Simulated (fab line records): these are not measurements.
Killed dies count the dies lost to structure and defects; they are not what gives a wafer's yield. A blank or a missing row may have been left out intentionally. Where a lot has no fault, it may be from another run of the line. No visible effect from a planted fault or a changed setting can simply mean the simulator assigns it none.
Matching of chambers :: flow nand_harc :: 4 sister chambers for NHARC_P_GATE_STRIP_108 on rie_diel-03
The step strips in O2. 14 wafers are shown with their chamber, then 7 later ones without.

== WAFERS WITH THEIR CHAMBER ==
wafer: L077.2
chamber: 0
drypump_motor_current_A (A): 5.8
rf_vpp_V (V): 55.8
oes_product_au (a.u.): 0.993

wafer: L077.3
chamber: 1
drypump_motor_current_A (A): 5.7
rf_vpp_V (V): 57.5
oes_product_au (a.u.): 0.998

wafer: L077.6
chamber: 0
drypump_motor_current_A (A): 5.9
rf_vpp_V (V): 57.6
oes_product_au (a.u.): 0.984

wafer: L079.1
chamber: 2
drypump_motor_current_A (A): 6.2
rf_vpp_V (V): 58.3
oes_product_au (a.u.): 0.996

wafer: L079.2
chamber: 1
drypump_motor_current_A (A): 5.7
rf_vpp_V (V): 57.1
oes_product_au (a.u.): 1.003

wafer: L079.4
chamber: 3
drypump_motor_current_A (A): 5.7
rf_vpp_V (V): 58.0
oes_product_au (a.u.): 1.001

wafer: L082.1
chamber: 2
drypump_motor_current_A (A): 6.2
rf_vpp_V (V): 58.0
oes_product_au (a.u.): 0.992

wafer: L082.2
chamber: 0
drypump_motor_current_A (A): 5.9
rf_vpp_V (V): 58.4
oes_product_au (a.u.): 0.996

wafer: L082.5
chamber: 1
drypump_motor_current_A (A): 5.8
rf_vpp_V (V): 57.5
oes_product_au (a.u.): 0.999

wafer: L083.1
chamber: 3
drypump_motor_current_A (A): 5.8
rf_vpp_V (V): 57.5
oes_product_au (a.u.): 0.989

wafer: L083.4
chamber: 0
drypump_motor_current_A (A): 5.9
rf_vpp_V (V): 57.0
oes_product_au (a.u.): 0.992

wafer: L083.5
chamber: 3
drypump_motor_current_A (A): 5.8
rf_vpp_V (V): 58.3
oes_product_au (a.u.): 0.990

wafer: L086.2
chamber: 2
drypump_motor_current_A (A): 6.2
rf_vpp_V (V): 58.8
oes_product_au (a.u.): 0.998

wafer: L086.4
chamber: 1
drypump_motor_current_A (A): 5.8
rf_vpp_V (V): 57.5
oes_product_au (a.u.): 1.007

SIGNATURES (averages over the wafers above)
reading: drypump_motor_current_A
chamber 0: 5.875
chamber 1: 5.750
chamber 2: 6.200
chamber 3: 5.767
scatter within a chamber: 0.0492

reading: rf_vpp_V
chamber 0: 57.200
chamber 1: 57.400
chamber 2: 58.367
chamber 3: 57.933
scatter within a chamber: 0.661

reading: oes_product_au
chamber 0: 0.99125
chamber 1: 1.00175
chamber 2: 0.99533
chamber 3: 0.99333
scatter within a chamber: 0.00487
Rule: for each reading, subtract the chamber's mean from the wafer's reading, divide by that reading's scatter and square the result; add these up over the readings and take the root, which gives the wafer's distance from the chamber. If the next closest chamber is less than 2 further off than the closest, the wafer can't be placed; otherwise it belongs to the closest. The scatter: take each reading less its chamber's mean, square it, sum over the shown wafers, divide by the number of wafers less the number of chambers, and take the root.

== WAFERS WITHOUT THEIR CHAMBER ==
wafer: L086.6
drypump_motor_current_A (A): 5.7
rf_vpp_V (V): 57.1
oes_product_au (a.u.): 0.994

wafer: L090.2
drypump_motor_current_A (A): 6.2
rf_vpp_V (V): 57.0
oes_product_au (a.u.): 0.995

wafer: L090.3
drypump_motor_current_A (A): 5.9
rf_vpp_V (V): 57.2
oes_product_au (a.u.): 0.980

wafer: L090.5
drypump_motor_current_A (A): 6.2
rf_vpp_V (V): 57.1
oes_product_au (a.u.): 0.996

wafer: L094.2
drypump_motor_current_A (A): 5.8
rf_vpp_V (V): 57.2
oes_product_au (a.u.): 0.986

wafer: L094.3
drypump_motor_current_A (A): 5.8
rf_vpp_V (V): 56.1
oes_product_au (a.u.): 0.990

wafer: L094.5
drypump_motor_current_A (A): 5.7
rf_vpp_V (V): 57.1
oes_product_au (a.u.): 1.009

== THE CHAMBER EACH PASSED THROUGH ==
wafer: L086.6
from the rows above: can't be placed: 3 or 1 or 0
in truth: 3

wafer: L090.2
from the rows above: 2
in truth: 2

wafer: L090.3
from the rows above: can't be placed: 0 or 3
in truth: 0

wafer: L090.5
from the rows above: 2
in truth: 2

wafer: L094.2
from the rows above: can't be placed: 0 or 3 or 1
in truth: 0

wafer: L094.3
from the rows above: can't be placed: 0 or 3 or 1
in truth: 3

wafer: L094.5
from the rows above: can't be placed: 1 or 3
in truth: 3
2 of 7 placed correctly. Can't be placed from these rows: 5 (the true chamber is among the candidates in 5). Placed wrongly: 0.
